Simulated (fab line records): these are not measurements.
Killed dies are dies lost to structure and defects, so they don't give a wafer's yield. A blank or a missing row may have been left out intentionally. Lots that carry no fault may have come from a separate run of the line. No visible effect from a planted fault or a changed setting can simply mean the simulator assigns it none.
Chamber matching :: flow nand_harc :: 4 sister chambers for NHARC_A_STAIRCASE_TRIM_220 on rie_diel-06
The step chemistry O2, time 211.2 s. 4 wafers are shown with their chamber, then 10 later ones without.

WAFERS PAIRED WITH THEIR CHAMBERS
wafer: L086.3
chamber: 1
showerhead_plenum_p_Torr (Torr): 3.55

wafer: L086.5
chamber: 2
showerhead_plenum_p_Torr (Torr): 3.79

wafer: L085.3
chamber: 0
showerhead_plenum_p_Torr (Torr): 3.41

wafer: L085.4
chamber: 3
showerhead_plenum_p_Torr (Torr): 3.29

WAFERS WHOSE CHAMBER IS MISSING
wafer: L085.5
showerhead_plenum_p_Torr (Torr): 3.55

wafer: L094.2
showerhead_plenum_p_Torr (Torr): 3.29

wafer: L094.4
showerhead_plenum_p_Torr (Torr): 3.40

wafer: L094.6
showerhead_plenum_p_Torr (Torr): 3.54

wafer: L097.1
showerhead_plenum_p_Torr (Torr): 3.28

wafer: L097.2
showerhead_plenum_p_Torr (Torr): 3.40

wafer: L097.5
showerhead_plenum_p_Torr (Torr): 3.29

wafer: L095.1
showerhead_plenum_p_Torr (Torr): 3.54

wafer: L095.4
showerhead_plenum_p_Torr (Torr): 3.40

wafer: L095.6
showerhead_plenum_p_Torr (Torr): 3.40

WHICH CHAMBER EACH ONE RAN IN
wafer: L085.5
from the rows above: 1
in truth: 1

wafer: L094.2
from the rows above: 3
in truth: 3

wafer: L094.4
from the rows above: 0
in truth: 0

wafer: L094.6
from the rows above: 1
in truth: 1

wafer: L097.1
from the rows above: 3
in truth: 3

wafer: L097.2
from the rows above: 0
in truth: 0

wafer: L097.5
from the rows above: 3
in truth: 3

wafer: L095.1
from the rows above: 1
in truth: 1

wafer: L095.4
from the rows above: 0
in truth: 0

wafer: L095.6
from the rows above: 0
in truth: 0
Correctly placed: 10 of 10. From these rows, 0 cannot be placed. Placed wrongly: 0.
How it was worked out, from the rows above alone: a wafer's distance from a chamber is the root of the sum, over the readings, of the square of ((its reading less the chamber's mean) divided by the reading's scatter). If the next closest chamber is less than 2 further off than the closest, the wafer can't be placed; otherwise it belongs to the closest. The mean given for a chamber averages the wafers shown for that chamber. The scatter: with one shown wafer a chamber, the root of the mean of the squares of how far each hidden wafer lies from its nearest shown one.
